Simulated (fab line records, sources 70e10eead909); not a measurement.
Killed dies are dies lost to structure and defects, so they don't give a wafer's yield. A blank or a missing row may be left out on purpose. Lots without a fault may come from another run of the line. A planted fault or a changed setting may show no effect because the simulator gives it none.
Which tool did it? | flow nand_harc | 15 lots, 44 wafers sampled, at 4 steps of a route of 1302

WHAT THE GAUGES READ, wafer by wafer
NHARC_A_ONON_D1_THK_MEAS_05: measures by ellipsometry. Usual: thk_nm 1002 nm, standard deviation 9.1.
lot  | measured     | on            | thk_nm (nm)    | flag
L626 | day 7 17:21  | film_metro-02 | 1007 1008 1007 |
L628 | day 8 12:22  | film_metro-02 | 983 987 986    |
L629 | day 9 05:42  | film_metro-02 | 1002 1005 1004 |
L635 | day 11 21:49 | film_metro-02 | 644 644        | OFF
L636 | day 11 21:48 | film_metro-01 | 1000 998 1002  |
L637 | day 12 07:35 | film_metro-01 | 646 999 1000   | OFF
L638 | day 12 14:50 | film_metro-02 | 637 992 993    | OFF
L640 | day 13 23:45 | film_metro-02 | 992 992 993    |
L643 | day 15 00:33 | film_metro-02 | 999 1001 1000  |
L645 | day 15 14:16 | film_metro-02 | 986 986 986    |
L644 | day 15 14:18 | film_metro-01 | 997 998 998    |
L646 | day 16 06:04 | film_metro-01 | 1022 1022 1023 |
L647 | day 16 18:19 | film_metro-01 | 1005 1006 1004 |
L648 | day 16 22:45 | film_metro-01 | 1001 1001 1002 |
L649 | day 16 22:43 | film_metro-01 | 1013 1012 1012 |

NHARC_END_SORT_01. Usual: killed_at_array 52, standard deviation 19; killed_at_other 1.0, standard deviation 1.2; killed_at_periphery 4.1, standard deviation 2.8; killed_dies 57, standard deviation 19; killed_open 3.1, standard deviation 1.7; killed_short 2.5, standard deviation 1.5.
lot  | measured     | on        | killed_at_array | killed_at_other | killed_at_periphery | killed_dies | killed_open | killed_short | flag
L637 | day 29 02:55 | prober-02 | 668 59 40       | 1 2 0           | 8 4 9               | 677 65 49   | 1 2 1       | 1 1 1        | OFF
L638 | day 29 02:52 | prober-01 | 663 20 22       | 2 4 1           | 12 4 7              | 677 28 30   | 3 2 2       | 2 2 3        | OFF

WHICH TOOL RAN EACH LOT (tool, then ch and the chambers of the sampled wafers, then the start)
lot  | NHARC_P_BONDPAD_PVD_27                  | NHARC_A_ONON_D1_DEP_03
L626 | pvd_sputter-03, day 7 16:57 or earlier  | pecvd_onon-03 ch 0, day 7 16:57
L628 | pvd_sputter-02, day 8 11:50 or earlier  | pecvd_onon-01 ch 0, day 8 11:50
L629 | pvd_sputter-01, day 9 05:15 or earlier  | pecvd_onon-03 ch 0, day 9 05:15
L635 | pvd_sputter-02, day 11 21:17 or earlier | pecvd_onon-03 ch 0, day 11 21:17
L636 | pvd_sputter-03, day 11 21:21 or earlier | pecvd_onon-01 ch 0, day 11 21:21
L637 | pvd_sputter-02, day 12 07:05 or earlier | pecvd_onon-03 ch 0, day 12 07:05
L638 | pvd_sputter-01, day 12 14:20 or earlier | pecvd_onon-03 ch 0, day 12 14:20
L640 | pvd_sputter-01, day 13 23:21 or earlier | pecvd_onon-02 ch 0, day 13 23:21
L643 | pvd_sputter-01, day 15 00:02 or earlier | pecvd_onon-03 ch 0, day 15 00:02
L645 | pvd_sputter-02, day 15 13:46 or earlier | pecvd_onon-03 ch 0, day 15 13:46
L644 | pvd_sputter-03, day 15 13:49 or earlier | pecvd_onon-02 ch 0, day 15 13:49
L646 | pvd_sputter-01, day 16 05:41 or earlier | pecvd_onon-01 ch 0, day 16 05:41
L647 | pvd_sputter-02, day 16 17:52 or earlier | pecvd_onon-03 ch 0, day 16 17:52
L648 | pvd_sputter-01, day 16 22:13 or earlier | pecvd_onon-03 ch 0, day 16 22:13
L649 | pvd_sputter-02, day 16 22:23 or earlier | pecvd_onon-02 ch 0, day 16 22:23
- NHARC_P_BONDPAD_PVD_27: deposits Cu, target thk 30 nm, time 20.49 s.
- NHARC_A_ONON_D1_DEP_03: target thk 1000 nm.

WHAT THE TOOLS THEMSELVES READ (means of the sampled wafers that have a number; where no wafer has one, the mark that the record gives instead)
NHARC_P_BONDPAD_PVD_27. Usual: throttle_valve_pct 30.0 %, standard deviation 0.9.
lot  | tool           | throttle_valve_pct (%) | flag
L626 | pvd_sputter-03 | 30.5                   |
L628 | pvd_sputter-02 | 28.9                   |
L629 | pvd_sputter-01 | 30.1                   |
L635 | pvd_sputter-02 | 29.1                   |
L636 | pvd_sputter-03 | 30.5                   |
L637 | pvd_sputter-02 | 29.1                   |
L638 | pvd_sputter-01 | 30.2                   |
L640 | pvd_sputter-01 | 30.6                   |
L643 | pvd_sputter-01 | 30.7                   |
L645 | pvd_sputter-02 | 29.4                   |
L644 | pvd_sputter-03 | 29.4                   |
L646 | pvd_sputter-01 | 30.3                   |
L647 | pvd_sputter-02 | 31.1                   |
L648 | pvd_sputter-01 | 30.2                   |
L649 | pvd_sputter-02 | 29.7                   |

THE ANSWER, worked out from the rows above alone
Rule: a lot is off if the mean of its wafers that have a number lies more than 3 standard deviations from the usual mean. A lot without any number at a reading at which 4 lots or more have one is off too. The other lots that the step has rows for count as sound. The gauges are gone through in route order, then the tools' own readings, and for those a lot's mean is taken as printed above. The first step at which some lot is off is used, and at that step the reading that is off furthest; a lot without a number counts as furthest.
Off: L635, L637, L638, at NHARC_A_ONON_D1_THK_MEAS_05 (thk_nm).
A tool fits if, at a process step before that reading, it ran every lot that is off, and no sound lot after the first of them. The gauges at NHARC_A_ONON_D1_THK_MEAS_05 are tried like those tools. NHARC_P_BONDPAD_PVD_27 gives no start for some lots, so the hours and the order of its lots are those of NHARC_A_ONON_D1_DEP_03. None of those tried fits.

WHAT THE SIMULATOR HAD PUT IN
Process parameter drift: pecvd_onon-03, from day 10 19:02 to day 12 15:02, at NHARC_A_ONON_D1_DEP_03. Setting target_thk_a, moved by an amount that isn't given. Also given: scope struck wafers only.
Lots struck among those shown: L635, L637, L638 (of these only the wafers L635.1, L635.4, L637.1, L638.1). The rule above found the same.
